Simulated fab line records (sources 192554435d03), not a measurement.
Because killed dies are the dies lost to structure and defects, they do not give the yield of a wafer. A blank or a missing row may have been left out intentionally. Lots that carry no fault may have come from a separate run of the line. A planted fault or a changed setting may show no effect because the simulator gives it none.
fab line records || flow n5Finfet || part 2 of 2: steps 17 to 27 of 27
[record] {"lots": 5, "wafers": 15, "lastDay": 19}
route steps=1938 shown BEOL_M3@965
lots that met no fault: taken from a fault-free run of the same line
startH: hours from the record's first day to the start of the lot's first wafer shown || waitH: hours elapsed since this lot's preceding step || " the same as in the row above || L1.1+2: a single row standing in for several wafers || - either no value or no given start || * or withheld: withheld || < > ~ a bound
route shown NAME@n: names a module that has steps shown in the file, with the first one's number in the route || usual: the fault-free wafers' mean and standard deviation || same: alike in all rows || chamber/n: place in a boat || sites: readings site by site || _std_site: the values' standard deviation || _edge_site: inner sites' mean taken away from outer sites' mean || radiusMm: how far each site lies from the wafer's centre || mask NAME#n: copy n || behind: the tool/chamber that last shaped the wafer || hold: why the lot went on hold/how many hours it stayed there/how the hold came to an end || device: the n, p or np transistor that did not switch || end of line: tests run on the same wafers once the route is complete || a step given without rows: its recipe and nothing more || killed: dies lost to structure and defects at the first sort, not the wafer's yield || map: a wafer's dies, x killed, . not, _ none there
set.NAME: setting as actually run; set.NAME@STEP: the setting as run at that earlier step || model.NAME: the simulator's own value behind a step, which no gauge read
lots at some steps of the route; a table a step, a row a wafer
services: from which hour (startH, from the record's first day; less than 0 if before it) a tool's chamber was out of use, for how many hours, and why
[[steps]]
[step N5_BEOL_M3_ETCH_41]
[recipe] {"chemistry": "CH3F/O2", "target": "SiCN", "targetDepthA": 299, "taperDeg": 2, "timeS": 52.5, "ionEnergyEv": 120, "maskMaterial": "TiN", "pressureMtorr": 30, "sourceW": 395, "biasW": 75, "Ar_flow_sccm": 150, "CH3F_flow_sccm": 30, "O2_flow_sccm": 20}
[usual] {"drypumpMotorCurrentA": "5.7/0.48", "oesProductAu": "0.82/0.095", "rfVppV": "297.4/1.6", "showerheadPlenumPTorr": "2.01/0.071", "throttleValvePct": "16.31/0.27"}
{"lot.wafer": "L077.2", "tool": "rieDiel-02", "chamber": 2, "startH": "-", "waitH": "-", "drypumpMotorCurrentA": 5.3, "oesProductAu": 0.80, "rfHoursCounterH": 118, "rfVppV": 294.9, "showerheadPlenumPTorr": 1.93, "throttleValvePct": 16.35}
{"lot.wafer": "L077.3", "tool": "rieDiel-02", "chamber": 0, "startH": "-", "waitH": "-", "drypumpMotorCurrentA": 6.1, "oesProductAu": 0.70, "rfHoursCounterH": 250, "rfVppV": 297.3, "showerheadPlenumPTorr": 2.06, "throttleValvePct": 16.20}
{"lot.wafer": "L077.6", "tool": "rieDiel-02", "chamber": 3, "startH": "-", "waitH": "-", "drypumpMotorCurrentA": 5.2, "oesProductAu": 0.89, "rfHoursCounterH": "-", "rfVppV": 296.1, "showerheadPlenumPTorr": 2.03, "throttleValvePct": 16.50}
{"lot.wafer": "L084.2", "tool": "rieDiel-05", "chamber": 0, "startH": "-", "waitH": "-", "drypumpMotorCurrentA": 5.8, "oesProductAu": 0.95, "rfHoursCounterH": 11, "rfVppV": 295.6, "showerheadPlenumPTorr": 1.97, "throttleValvePct": 16.20}
{"lot.wafer": "L084.3", "tool": "rieDiel-05", "chamber": 2, "startH": "-", "waitH": "-", "drypumpMotorCurrentA": 6.0, "oesProductAu": 0.74, "rfHoursCounterH": 158, "rfVppV": 298.2, "showerheadPlenumPTorr": 2.08, "throttleValvePct": 16.76}
{"lot.wafer": "L084.5", "tool": "rieDiel-05", "chamber": 0, "startH": "-", "waitH": "-", "drypumpMotorCurrentA": 5.8, "oesProductAu": 0.96, "rfHoursCounterH": "-", "rfVppV": 295.1, "showerheadPlenumPTorr": 1.97, "throttleValvePct": 16.19}
{"lot.wafer": "L086.2", "tool": "rieDiel-02", "chamber": 3, "startH": "-", "waitH": "-", "drypumpMotorCurrentA": 5.2, "oesProductAu": 0.86, "rfHoursCounterH": 66, "rfVppV": 298.8, "showerheadPlenumPTorr": 2.03, "throttleValvePct": 16.57}
{"lot.wafer": "L086.3", "tool": "rieDiel-02", "chamber": 0, "startH": "-", "waitH": "-", "drypumpMotorCurrentA": 6.1, "oesProductAu": 0.94, "rfHoursCounterH": 12, "rfVppV": 298.6, "showerheadPlenumPTorr": 2.05, "throttleValvePct": 15.72}
{"lot.wafer": "L086.4", "tool": "rieDiel-02", "chamber": 1, "startH": "-", "waitH": "-", "drypumpMotorCurrentA": 6.6, "oesProductAu": 0.85, "rfHoursCounterH": 50, "rfVppV": 299.5, "showerheadPlenumPTorr": 2.11, "throttleValvePct": 16.11}
{"lot.wafer": "L091.3", "tool": "rieDiel-02", "chamber": 1, "startH": "-", "waitH": "-", "drypumpMotorCurrentA": 6.6, "oesProductAu": 0.84, "rfHoursCounterH": 60, "rfVppV": 300.6, "showerheadPlenumPTorr": 2.10, "throttleValvePct": 16.13}
{"lot.wafer": "L091.4", "tool": "rieDiel-02", "chamber": 3, "startH": "-", "waitH": "-", "drypumpMotorCurrentA": 5.2, "oesProductAu": 0.84, "rfHoursCounterH": 75, "rfVppV": 298.4, "showerheadPlenumPTorr": 2.02, "throttleValvePct": 16.58}
{"lot.wafer": "L091.5", "tool": "rieDiel-02", "chamber": 0, "startH": "-", "waitH": "-", "drypumpMotorCurrentA": 6.1, "oesProductAu": 0.90, "rfHoursCounterH": "-", "rfVppV": 300.2, "showerheadPlenumPTorr": 2.05, "throttleValvePct": 15.74}
{"lot.wafer": "L095.1", "tool": "rieDiel-05", "chamber": 1, "startH": "-", "waitH": "-", "drypumpMotorCurrentA": 5.6, "oesProductAu": 0.96, "rfHoursCounterH": 7, "rfVppV": 297.7, "showerheadPlenumPTorr": 2.05, "throttleValvePct": 16.03}
{"lot.wafer": "L095.3", "tool": "rieDiel-05", "chamber": 0, "startH": "-", "waitH": "-", "drypumpMotorCurrentA": 5.8, "oesProductAu": 0.90, "rfHoursCounterH": 35, "rfVppV": 296.0, "showerheadPlenumPTorr": 1.96, "throttleValvePct": 16.24}
{"lot.wafer": "L095.4", "tool": "rieDiel-05", "chamber": 2, "startH": "-", "waitH": "-", "drypumpMotorCurrentA": 6.0, "oesProductAu": 0.73, "rfHoursCounterH": 182, "rfVppV": 297.7, "showerheadPlenumPTorr": 2.07, "throttleValvePct": 16.81}
[step N5_BEOL_M3_STRIP_97]
[recipe] {"chemistry": "N2/H2", "timeS": 10, "powerW": 450, "tempC": 40, "pressureMtorr": 20, "rfFrequencyHz": 6e+07, "biasPowerW": 7, "n2FlowSccm": 200, "h2FlowSccm": 200}
[usual] {"drypumpMotorCurrentA": "5.7/0.48", "oesProductAu": "0.82/0.095", "rfVppV": "59.2/0.95", "showerheadPlenumPTorr": "2.55/0.1", "throttleValvePct": "23.78/0.27"}
{"lot.wafer": "L077.2", "tool": "rieDiel-02", "chamber": 2, "startH": "-", "waitH": "-", "drypumpMotorCurrentA": 5.3, "oesProductAu": 0.81, "rfHoursCounterH": 118, "rfVppV": 59.2, "showerheadPlenumPTorr": 2.44, "throttleValvePct": 23.55}
{"lot.wafer": "L077.3", "tool": "rieDiel-02", "chamber": 0, "startH": "-", "waitH": "-", "drypumpMotorCurrentA": 6.2, "oesProductAu": 0.69, "rfHoursCounterH": 250, "rfVppV": 58.2, "showerheadPlenumPTorr": 2.61, "throttleValvePct": 23.68}
{"lot.wafer": "L077.6", "tool": "rieDiel-02", "chamber": 3, "startH": "-", "waitH": "-", "drypumpMotorCurrentA": 5.3, "oesProductAu": 0.90, "rfHoursCounterH": "-", "rfVppV": 59.0, "showerheadPlenumPTorr": 2.58, "throttleValvePct": 24.19}
{"lot.wafer": "L084.2", "tool": "rieDiel-05", "chamber": 0, "startH": "-", "waitH": "-", "drypumpMotorCurrentA": 5.8, "oesProductAu": 0.95, "rfHoursCounterH": 11, "rfVppV": 59.2, "showerheadPlenumPTorr": 2.48, "throttleValvePct": 23.74}
{"lot.wafer": "L084.3", "tool": "rieDiel-05", "chamber": 2, "startH": "-", "waitH": "-", "drypumpMotorCurrentA": 6.0, "oesProductAu": 0.74, "rfHoursCounterH": 158, "rfVppV": 60.0, "showerheadPlenumPTorr": 2.65, "throttleValvePct": 24.18}
{"lot.wafer": "L084.5", "tool": "rieDiel-05", "chamber": 0, "startH": "-", "waitH": "-", "drypumpMotorCurrentA": 5.8, "oesProductAu": 0.95, "rfHoursCounterH": "-", "rfVppV": 58.8, "showerheadPlenumPTorr": 2.48, "throttleValvePct": 23.75}
{"lot.wafer": "L086.2", "tool": "rieDiel-02", "chamber": 3, "startH": "-", "waitH": "-", "drypumpMotorCurrentA": 5.2, "oesProductAu": 0.86, "rfHoursCounterH": 66, "rfVppV": 61.9, "showerheadPlenumPTorr": 2.57, "throttleValvePct": 24.21}
{"lot.wafer": "L086.3", "tool": "rieDiel-02", "chamber": 0, "startH": "-", "waitH": "-", "drypumpMotorCurrentA": 6.2, "oesProductAu": 0.91, "rfHoursCounterH": 12, "rfVppV": 58.4, "showerheadPlenumPTorr": 2.61, "throttleValvePct": 23.28}
{"lot.wafer": "L086.4", "tool": "rieDiel-02", "chamber": 1, "startH": "-", "waitH": "-", "drypumpMotorCurrentA": 6.6, "oesProductAu": 0.83, "rfHoursCounterH": 50, "rfVppV": 59.8, "showerheadPlenumPTorr": 2.70, "throttleValvePct": 23.73}
{"lot.wafer": "L091.3", "tool": "rieDiel-02", "chamber": 1, "startH": "-", "waitH": "-", "drypumpMotorCurrentA": 6.6, "oesProductAu": 0.83, "rfHoursCounterH": 60, "rfVppV": 58.1, "showerheadPlenumPTorr": 2.69, "throttleValvePct": 23.75}
{"lot.wafer": "L091.4", "tool": "rieDiel-02", "chamber": 3, "startH": "-", "waitH": "-", "drypumpMotorCurrentA": 5.3, "oesProductAu": 0.85, "rfHoursCounterH": 75, "rfVppV": 60.9, "showerheadPlenumPTorr": 2.57, "throttleValvePct": 24.22}
{"lot.wafer": "L091.5", "tool": "rieDiel-02", "chamber": 0, "startH": "-", "waitH": "-", "drypumpMotorCurrentA": 6.2, "oesProductAu": 0.89, "rfHoursCounterH": "-", "rfVppV": 58.2, "showerheadPlenumPTorr": 2.60, "throttleValvePct": 23.31}
{"lot.wafer": "L095.1", "tool": "rieDiel-05", "chamber": 1, "startH": "-", "waitH": "-", "drypumpMotorCurrentA": 5.7, "oesProductAu": 0.98, "rfHoursCounterH": 7, "rfVppV": 59.4, "showerheadPlenumPTorr": 2.61, "throttleValvePct": 23.77}
{"lot.wafer": "L095.3", "tool": "rieDiel-05", "chamber": 0, "startH": "-", "waitH": "-", "drypumpMotorCurrentA": 5.8, "oesProductAu": 0.89, "rfHoursCounterH": 35, "rfVppV": 58.4, "showerheadPlenumPTorr": 2.47, "throttleValvePct": 23.79}
{"lot.wafer": "L095.4", "tool": "rieDiel-05", "chamber": 2, "startH": "-", "waitH": "-", "drypumpMotorCurrentA": 5.9, "oesProductAu": 0.72, "rfHoursCounterH": 182, "rfVppV": 59.5, "showerheadPlenumPTorr": 2.64, "throttleValvePct": 24.22}
[step N5_BEOL_M3_OCD_MEAS_38]
[usual] {"trenchDepthNm": "55.8/1.1"}
{"lot.wafer": "L077.2", "tool": "ocd-01", "chamber": "-", "startH": 198.45, "waitH": "-", "trenchDepthNm": 58.4}
{"lot.wafer": "L077.3", "tool": "ocd-01", "chamber": "-", "startH": 198.45, "waitH": "-", "trenchDepthNm": 55.9}
{"lot.wafer": "L077.6", "tool": "ocd-01", "chamber": "-", "startH": 198.45, "waitH": "-", "trenchDepthNm": 57.1}
{"lot.wafer": "L084.2", "tool": "ocd-01", "chamber": "-", "startH": 238.14, "waitH": "-", "trenchDepthNm": 56.2}
{"lot.wafer": "L084.3", "tool": "ocd-01", "chamber": "-", "startH": 238.14, "waitH": "-", "trenchDepthNm": 55.9}
{"lot.wafer": "L084.5", "tool": "ocd-01", "chamber": "-", "startH": 238.14, "waitH": "-", "trenchDepthNm": 55.9}
{"lot.wafer": "L086.2", "tool": "ocd-01", "chamber": "-", "startH": 260.72, "waitH": "-", "trenchDepthNm": 56.7}
{"lot.wafer": "L086.3", "tool": "ocd-01", "chamber": "-", "startH": 260.72, "waitH": "-", "trenchDepthNm": 57.4}
{"lot.wafer": "L086.4", "tool": "ocd-01", "chamber": "-", "startH": 260.72, "waitH": "-", "trenchDepthNm": 56.5}
{"lot.wafer": "L091.3", "tool": "ocd-01", "chamber": "-", "startH": 291.75, "waitH": "-", "trenchDepthNm": 55.7}
{"lot.wafer": "L091.4", "tool": "ocd-01", "chamber": "-", "startH": 291.75, "waitH": "-", "trenchDepthNm": 56.8}
{"lot.wafer": "L091.5", "tool": "ocd-01", "chamber": "-", "startH": 291.75, "waitH": "-", "trenchDepthNm": 56.7}
{"lot.wafer": "L095.1", "tool": "ocd-01", "chamber": "-", "startH": 307.89, "waitH": "-", "trenchDepthNm": 56.2}
{"lot.wafer": "L095.3", "tool": "ocd-01", "chamber": "-", "startH": 307.89, "waitH": "-", "trenchDepthNm": 56.9}
{"lot.wafer": "L095.4", "tool": "ocd-01", "chamber": "-", "startH": 307.89, "waitH": "-", "trenchDepthNm": 55.8}
[step N5_BEOL_M3_HM_STRIP_39]
[recipe] {"chemistry": "peroxideTinStrip", "material": "TiN", "targetDepthA": 250, "tempC": 50, "timeS": 158}
{"lot.wafer": "L077.2+3+6", "tool": "wetBench-06", "chamber": "0,5,1", "startH": 198.49, "waitH": 0.0}
{"lot.wafer": "L084.2+3+5", "tool": "wetBench-03", "chamber": "1,2,0", "startH": 238.17, "waitH": 0.0}
{"lot.wafer": "L086.2+3+4", "tool": "wetBench-03", "chamber": "1,7,2", "startH": 260.76, "waitH": 0.0}
{"lot.wafer": "L091.3+4+5", "tool": "wetBench-06", "chamber": "2,0,1", "startH": 291.78, "waitH": 0.0}
{"lot.wafer": "L095.1+3+4", "tool": "wetBench-05", "chamber": "0,5,3", "startH": 307.93, "waitH": 0.0}
[step N5_BEOL_M3_SRD_40]
[recipe] {"timeS": 30, "tempC": 23, "rinseLiquid": "diw", "dry": "ipaMarangoni"}
{"lot.wafer": "L077.2+3+6", "tool": "wetBench-06", "chamber": "0,5,1", "startH": 198.53, "waitH": 0.0}
{"lot.wafer": "L084.2+3+5", "tool": "wetBench-03", "chamber": "1,2,0", "startH": 238.22, "waitH": 0.0}
{"lot.wafer": "L086.2+3+4", "tool": "wetBench-03", "chamber": "1,7,2", "startH": 260.81, "waitH": 0.0}
{"lot.wafer": "L091.3+4+5", "tool": "wetBench-06", "chamber": "2,0,1", "startH": 291.83, "waitH": 0.0}
{"lot.wafer": "L095.1+3+4", "tool": "wetBench-05", "chamber": "0,5,3", "startH": 307.97, "waitH": 0.0}
[step N5_BEOL_M3_PRECLEAN_42]
[recipe] {"chemistry": "residueRemover", "timeS": 60, "tempC": 40}
{"lot.wafer": "L077.2+3+6", "tool": "wetBench-06", "chamber": "0,5,1", "startH": 198.55, "waitH": 0.0}
{"lot.wafer": "L084.2+3+5", "tool": "wetBench-03", "chamber": "1,2,0", "startH": 238.24, "waitH": 0.0}
{"lot.wafer": "L086.2+3+4", "tool": "wetBench-03", "chamber": "1,7,2", "startH": 260.82, "waitH": 0.0}
{"lot.wafer": "L091.3+4+5", "tool": "wetBench-06", "chamber": "2,0,1", "startH": 291.84, "waitH": 0.0}
{"lot.wafer": "L095.1+3+4", "tool": "wetBench-05", "chamber": "0,5,3", "startH": 307.99, "waitH": 0.0}
[step N5_BEOL_M3_SRD_43]
[recipe] {"timeS": 30, "tempC": 23, "rinseLiquid": "diw", "dry": "ipaMarangoni"}
{"lot.wafer": "L077.2+3+6", "tool": "wetBench-06", "chamber": "0,5,1", "startH": 198.57, "waitH": 0.0}
{"lot.wafer": "L084.2+3+5", "tool": "wetBench-03", "chamber": "1,2,0", "startH": 238.26, "waitH": 0.0}
{"lot.wafer": "L086.2+3+4", "tool": "wetBench-03", "chamber": "1,7,2", "startH": 260.84, "waitH": 0.0}
{"lot.wafer": "L091.3+4+5", "tool": "wetBench-06", "chamber": "2,0,1", "startH": 291.86, "waitH": 0.0}
{"lot.wafer": "L095.1+3+4", "tool": "wetBench-05", "chamber": "0,5,3", "startH": 308.01, "waitH": 0.0}
[step N5_BEOL_M3_CD_MEAS_35]
[recipe] {"targetCdNm": 18, "targetCdYNm": 21, "polarity": "opening"}
[usual] {"cdNm": "18.0/0.34"}
{"lot.wafer": "L077.2", "tool": "cdSem-01", "chamber": "-", "startH": 198.61, "waitH": 0.0, "cdNm": 18.2}
{"lot.wafer": "L077.3", "tool": "cdSem-01", "chamber": "-", "startH": 198.61, "waitH": 0.0, "cdNm": 18.6}
{"lot.wafer": "L077.6", "tool": "cdSem-01", "chamber": "-", "startH": 198.61, "waitH": 0.0, "cdNm": 17.6}
{"lot.wafer": "L084.2", "tool": "cdSem-01", "chamber": "-", "startH": 238.30, "waitH": 0.0, "cdNm": 17.9}
{"lot.wafer": "L084.3", "tool": "cdSem-01", "chamber": "-", "startH": 238.30, "waitH": 0.0, "cdNm": 17.9}
{"lot.wafer": "L084.5", "tool": "cdSem-01", "chamber": "-", "startH": 238.30, "waitH": 0.0, "cdNm": 17.8}
{"lot.wafer": "L086.2", "tool": "cdSem-01", "chamber": "-", "startH": 260.89, "waitH": 0.0, "cdNm": 18.2}
{"lot.wafer": "L086.3", "tool": "cdSem-01", "chamber": "-", "startH": 260.89, "waitH": 0.0, "cdNm": 18.1}
{"lot.wafer": "L086.4", "tool": "cdSem-01", "chamber": "-", "startH": 260.89, "waitH": 0.0, "cdNm": 18.5}
{"lot.wafer": "L091.3", "tool": "cdSem-02", "chamber": "-", "startH": 291.90, "waitH": 0.0, "cdNm": 17.9}
{"lot.wafer": "L091.4", "tool": "cdSem-02", "chamber": "-", "startH": 291.90, "waitH": 0.0, "cdNm": 18.3}
{"lot.wafer": "L091.5", "tool": "cdSem-02", "chamber": "-", "startH": 291.90, "waitH": 0.0, "cdNm": 17.8}
{"lot.wafer": "L095.1", "tool": "cdSem-03", "chamber": "-", "startH": 308.05, "waitH": 0.0, "cdNm": 18.1}
{"lot.wafer": "L095.3", "tool": "cdSem-03", "chamber": "-", "startH": 308.05, "waitH": 0.0, "cdNm": 18.6}
{"lot.wafer": "L095.4", "tool": "cdSem-03", "chamber": "-", "startH": 308.05, "waitH": 0.0, "cdNm": 18.5}
[step N5_BEOL_M3_DEGAS_44]
[recipe] {"ambient": "vacuum", "tempC": 250, "timeS": 60}
[usual] {"heaterPowerW": "317/39"}
{"lot.wafer": "L077.2", "tool": "pvdSputter-02", "chamber": "-", "startH": 199.20, "waitH": 0.6, "heaterPowerW": 278}
{"lot.wafer": "L077.3", "tool": "pvdSputter-02", "chamber": "-", "startH": 199.20, "waitH": 0.6, "heaterPowerW": 324}
{"lot.wafer": "L077.6", "tool": "pvdSputter-02", "chamber": "-", "startH": 199.20, "waitH": 0.6, "heaterPowerW": 288}
{"lot.wafer": "L084.2", "tool": "pvdSputter-01", "chamber": "-", "startH": 238.57, "waitH": 0.3, "heaterPowerW": 316}
{"lot.wafer": "L084.3", "tool": "pvdSputter-01", "chamber": "-", "startH": 238.57, "waitH": 0.3, "heaterPowerW": 296}
{"lot.wafer": "L084.5", "tool": "pvdSputter-01", "chamber": "-", "startH": 238.57, "waitH": 0.3, "heaterPowerW": 361}
{"lot.wafer": "L086.2", "tool": "pvdSputter-01", "chamber": "-", "startH": 261.25, "waitH": 0.4, "heaterPowerW": 360}
{"lot.wafer": "L086.3", "tool": "pvdSputter-01", "chamber": "-", "startH": 261.25, "waitH": 0.4, "heaterPowerW": 347}
{"lot.wafer": "L086.4", "tool": "pvdSputter-01", "chamber": "-", "startH": 261.25, "waitH": 0.4, "heaterPowerW": 288}
{"lot.wafer": "L091.3", "tool": "pvdSputter-01", "chamber": "-", "startH": 291.95, "waitH": 0.0, "heaterPowerW": 349}
{"lot.wafer": "L091.4", "tool": "pvdSputter-01", "chamber": "-", "startH": 291.95, "waitH": 0.0, "heaterPowerW": 347}
{"lot.wafer": "L091.5", "tool": "pvdSputter-01", "chamber": "-", "startH": 291.95, "waitH": 0.0, "heaterPowerW": 319}
{"lot.wafer": "L095.1", "tool": "pvdSputter-03", "chamber": "-", "startH": 308.30, "waitH": 0.3, "heaterPowerW": 264}
{"lot.wafer": "L095.3", "tool": "pvdSputter-03", "chamber": "-", "startH": 308.30, "waitH": 0.3, "heaterPowerW": 284}
{"lot.wafer": "L095.4", "tool": "pvdSputter-03", "chamber": "-", "startH": 308.30, "waitH": 0.3, "heaterPowerW": 275}
[step N5_BEOL_M3_PRE_CLEAN_45]
[recipe] {"gas": "H2/He", "timeS": 30, "tempC": 250}
[usual] {"heaterPowerW": "316/38"}
{"lot.wafer": "L077.2", "tool": "pvdSputter-02", "chamber": "-", "startH": 199.24, "waitH": 0.0, "heaterPowerW": 278}
{"lot.wafer": "L077.3", "tool": "pvdSputter-02", "chamber": "-", "startH": 199.24, "waitH": 0.0, "heaterPowerW": 325}
{"lot.wafer": "L077.6", "tool": "pvdSputter-02", "chamber": "-", "startH": 199.24, "waitH": 0.0, "heaterPowerW": 283}
{"lot.wafer": "L084.2", "tool": "pvdSputter-01", "chamber": "-", "startH": 238.61, "waitH": 0.0, "heaterPowerW": 312}
{"lot.wafer": "L084.3", "tool": "pvdSputter-01", "chamber": "-", "startH": 238.61, "waitH": 0.0, "heaterPowerW": 290}
{"lot.wafer": "L084.5", "tool": "pvdSputter-01", "chamber": "-", "startH": 238.61, "waitH": 0.0, "heaterPowerW": 359}
{"lot.wafer": "L086.2", "tool": "pvdSputter-01", "chamber": "-", "startH": 261.29, "waitH": 0.0, "heaterPowerW": 358}
{"lot.wafer": "L086.3", "tool": "pvdSputter-01", "chamber": "-", "startH": 261.29, "waitH": 0.0, "heaterPowerW": 355}
{"lot.wafer": "L086.4", "tool": "pvdSputter-01", "chamber": "-", "startH": 261.29, "waitH": 0.0, "heaterPowerW": 298}
{"lot.wafer": "L091.3", "tool": "pvdSputter-01", "chamber": "-", "startH": 291.99, "waitH": 0.0, "heaterPowerW": 346}
{"lot.wafer": "L091.4", "tool": "pvdSputter-01", "chamber": "-", "startH": 291.99, "waitH": 0.0, "heaterPowerW": 343}
{"lot.wafer": "L091.5", "tool": "pvdSputter-01", "chamber": "-", "startH": 291.99, "waitH": 0.0, "heaterPowerW": 316}
{"lot.wafer": "L095.1", "tool": "pvdSputter-03", "chamber": "-", "startH": 308.34, "waitH": 0.0, "heaterPowerW": 264}
{"lot.wafer": "L095.3", "tool": "pvdSputter-03", "chamber": "-", "startH": 308.34, "waitH": 0.0, "heaterPowerW": 284}
{"lot.wafer": "L095.4", "tool": "pvdSputter-03", "chamber": "-", "startH": 308.34, "waitH": 0.0, "heaterPowerW": 270}
[step N5_BEOL_M3_ALD_84]
[recipe] {"material": "TaN", "targetThkA": "*", "tempC": 275, "aldPrecursorFamily": "PDMAT", "aldCoReactant": "NH3", "pressureTorr": 3, "carrierFlowSccm": 1500, "pulseTimeS": 2, "purgeTimeS": 3, "coReactantPurgeTimeS": 2, "coReactantPulseTimeS": 3, "aldCycles": 30, "precursorVesselTempC": 75, "precursorVesselPressureTorr": 26.25, "precursorVesselCarrierSccm": 1000}
[usual] {"heaterPowerW": "415/54"}
[same] {"pulseTimeS": 2}
{"lot.wafer": "L077.2", "tool": "aldMetal-02", "chamber": 1, "startH": 199.36, "waitH": 0.1, "heaterPowerW": 361}
{"lot.wafer": "L077.3", "tool": "aldMetal-02", "chamber": 3, "startH": 199.36, "waitH": 0.1, "heaterPowerW": 370}
{"lot.wafer": "L077.6", "tool": "aldMetal-02", "chamber": 0, "startH": 199.36, "waitH": 0.1, "heaterPowerW": 466}
{"lot.wafer": "L084.2", "tool": "aldMetal-01", "chamber": 3, "startH": 238.68, "waitH": 0.1, "heaterPowerW": 393}
{"lot.wafer": "L084.3", "tool": "aldMetal-01", "chamber": 0, "startH": 238.68, "waitH": 0.1, "heaterPowerW": 404}
{"lot.wafer": "L084.5", "tool": "aldMetal-01", "chamber": 0, "startH": 238.68, "waitH": 0.1, "heaterPowerW": 418}
{"lot.wafer": "L086.2", "tool": "aldMetal-01", "chamber": 3, "startH": 261.38, "waitH": 0.1, "heaterPowerW": 402}
{"lot.wafer": "L086.3", "tool": "aldMetal-01", "chamber": 0, "startH": 261.38, "waitH": 0.1, "heaterPowerW": 414}
{"lot.wafer": "L086.4", "tool": "aldMetal-01", "chamber": 2, "startH": 261.38, "waitH": 0.1, "heaterPowerW": 334}
{"lot.wafer": "L091.3", "tool": "aldMetal-02", "chamber": 0, "startH": 292.07, "waitH": 0.1, "heaterPowerW": 463}
{"lot.wafer": "L091.4", "tool": "aldMetal-02", "chamber": 2, "startH": 292.07, "waitH": 0.1, "heaterPowerW": 347}
{"lot.wafer": "L091.5", "tool": "aldMetal-02", "chamber": 2, "startH": 292.07, "waitH": 0.1, "heaterPowerW": 338}
{"lot.wafer": "L095.1", "tool": "aldMetal-04", "chamber": 0, "startH": 308.42, "waitH": 0.1, "heaterPowerW": 527}
{"lot.wafer": "L095.3", "tool": "aldMetal-04", "chamber": 1, "startH": 308.42, "waitH": 0.1, "heaterPowerW": 421}
{"lot.wafer": "L095.4", "tool": "aldMetal-04", "chamber": 3, "startH": 308.42, "waitH": 0.1, "heaterPowerW": 483}
[[services]]
{"tool": "aldSin-03", "chamber": "-", "startH": 176.99, "hours": 14.0, "kind": "pm"}
{"tool": "rieDiel-06", "chamber": 3, "startH": 177.16, "hours": 1.4, "kind": "repair"}
{"tool": "aldSin-01", "chamber": "-", "startH": 183.32, "hours": 0.7, "kind": "repair"}
{"tool": "rieDiel-05", "chamber": 0, "startH": 186.26, "hours": "-", "kind": "clean"}
{"tool": "rieDiel-05", "chamber": 0, "startH": 186.26, "hours": "-", "kind": "consumableReplace:focusRing"}
{"tool": "rieDiel-05", "chamber": 0, "startH": 186.26, "hours": 17.9, "kind": "scheduledDown"}
{"tool": "rieDiel-05", "chamber": 0, "startH": 186.26, "hours": 17.9, "kind": "ventCycle"}
{"tool": "rieDiel-06", "chamber": 1, "startH": 192.14, "hours": 6.6, "kind": "repair"}
{"tool": "rieDiel-02", "chamber": 0, "startH": 198.85, "hours": "-", "kind": "clean"}
{"tool": "rieDiel-02", "chamber": 0, "startH": 198.85, "hours": "-", "kind": "consumableReplace:focusRing"}
{"tool": "rieDiel-02", "chamber": 0, "startH": 198.85, "hours": 22.0, "kind": "scheduledDown"}
{"tool": "rieDiel-02", "chamber": 0, "startH": 198.85, "hours": 22.0, "kind": "ventCycle"}
{"tool": "rieDiel-06", "chamber": 3, "startH": 210.04, "hours": 5.9, "kind": "repair"}
{"tool": "rieDiel-05", "chamber": "-", "startH": 215.11, "hours": 2.8, "kind": "pm"}
{"tool": "aldSin-01", "chamber": "-", "startH": 226.50, "hours": 0.6, "kind": "repair"}
{"tool": "pvdSputter-02", "chamber": "-", "startH": 228.43, "hours": 5.9, "kind": "repair"}
{"tool": "aldSin-02", "chamber": 0, "startH": 247.20, "hours": 6.8, "kind": "repair"}
{"tool": "rieDiel-05", "chamber": 1, "startH": 264.80, "hours": "-", "kind": "clean"}
{"tool": "rieDiel-05", "chamber": 1, "startH": 264.80, "hours": "-", "kind": "consumableReplace:focusRing"}
{"tool": "rieDiel-05", "chamber": 1, "startH": 264.80, "hours": 21.0, "kind": "scheduledDown"}
{"tool": "aldMetal-02", "chamber": 1, "startH": 278.08, "hours": 8.4, "kind": "repair"}
{"tool": "aldMetal-04", "chamber": 2, "startH": 280.58, "hours": 14.4, "kind": "repair"}
{"tool": "rieDiel-06", "chamber": "-", "startH": 299.45, "hours": 1.1, "kind": "repair"}
{"tool": "rieDiel-05", "chamber": 2, "startH": 308.01, "hours": 10.4, "kind": "repair"}
